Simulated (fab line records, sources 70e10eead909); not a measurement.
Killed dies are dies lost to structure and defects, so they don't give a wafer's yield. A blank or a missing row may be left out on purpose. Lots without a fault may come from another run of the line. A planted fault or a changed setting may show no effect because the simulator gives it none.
Problem report in the 8D (eight disciplines) form, filled by code | flow nand_harc | the parts of the form that need people (team, actions taken, sign-off) are left out

1. THE PROBLEM
raw_defect_count at NHARC_P_GATE_INSPECT_68 reads a mean of 762 on 6 wafers of 2 lots; wafers without a fault read 250 with a standard deviation of 110. That is +4.7 standard deviations from the usual mean.
First seen on wafer L709.2, day 9 17:02, on defect_inspect-01. The record holds 30 wafers of 10 lots with a number at this step. Rule for "out", or "out of limits": more than 4 standard deviations from the usual mean. The other wafers with a number count as sound.

2. WHAT IT IS AND WHAT IT IS NOT
question                    | is                     | is not
which readings at this step | raw_defect_count       | -
which lots                  | L709, L711             | L692, L693, L694, L696, L698, L701, L713, L714
which wafers of those lots  | all that have a number | -
read on which gauges        | defect_inspect-01      | defect_inspect-02
when                        | from day 9 17:02       | up to then (18 sound wafers); but 6 sound wafers of L713, L714 came after

3. SUSPECTS, AND WHAT RULES EACH OUT
Counting: a tool at a process step up to the reading stays a suspect if it ran every lot that is out and no sound lot after the first of them.
- the gauge at NHARC_P_GATE_INSPECT_68: kept. All the wafers that are out were read on defect_inspect-01, and no step on other tools shows them out.
- rie_diel-03 at NHARC_P_GATE_ETCH_114 (etches the open film in CF4/O2, target depth 30 nm, overetch 3 nm, time 16.5 s): kept. It ran every lot that is out, first L709 (day 8 22:00), and no sound lot after that.
- rie_diel-13 at NHARC_P_GATE_ETCHBACK_37 (etches the open film in CHF3/O2, target depth 34.5 nm, time 17.2 s): ruled out as a lasting fault. Sound lots L713 ran on it after its first lot that is out, L709 (day 9 17:02). NHARC_P_GATE_ETCHBACK_37 gives no start for some lots, so the hours and the order of its lots are those of NHARC_P_GATE_INSPECT_68.
Left after counting: rie_diel-03 at NHARC_P_GATE_ETCH_114, defect_inspect-01 at NHARC_P_GATE_INSPECT_68.

4. THE CAUSE (what the simulator had put in)
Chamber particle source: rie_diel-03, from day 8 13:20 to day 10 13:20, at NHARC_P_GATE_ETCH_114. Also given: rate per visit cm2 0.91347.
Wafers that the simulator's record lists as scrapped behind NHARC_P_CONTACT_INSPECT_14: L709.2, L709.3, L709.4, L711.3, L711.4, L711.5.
Counting left 2 suspects, and this tool is among them.

5. THE CHAIN OF EFFECTS, in route order
Each row: a reading whose mean over the struck wafers that have a number lies more than 3 standard deviations from the usual. Only readings for which the record gives a usual standard deviation are gone through. hours: the time from each lot's start at the first step in this table that gives one to its start at this step, as a median over the lots. sigmas: the change in usual standard deviations.
hours | step                    | reading          | usual | on struck wafers | change | sigmas
0     | NHARC_P_GATE_INSPECT_68 | raw_defect_count | 250   | 762              | +512   | +4.7

6. WHAT WOULD HAVE CAUGHT IT SOONER
In this record the first reading out of limits at a measuring or inspecting step was taken at day 9 17:02, 28 hours after the fault began at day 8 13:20.
Of the tool readings at NHARC_P_GATE_ETCH_114 for which the record gives a usual standard deviation, none was out on any struck wafer, so an alarm limit of 4 standard deviations on them would not have fired.
All the lots that are out (2) had begun NHARC_P_GATE_ETCH_114 on rie_diel-03 by day 9 17:02. A hold on the tool at that time would have spared none of them.
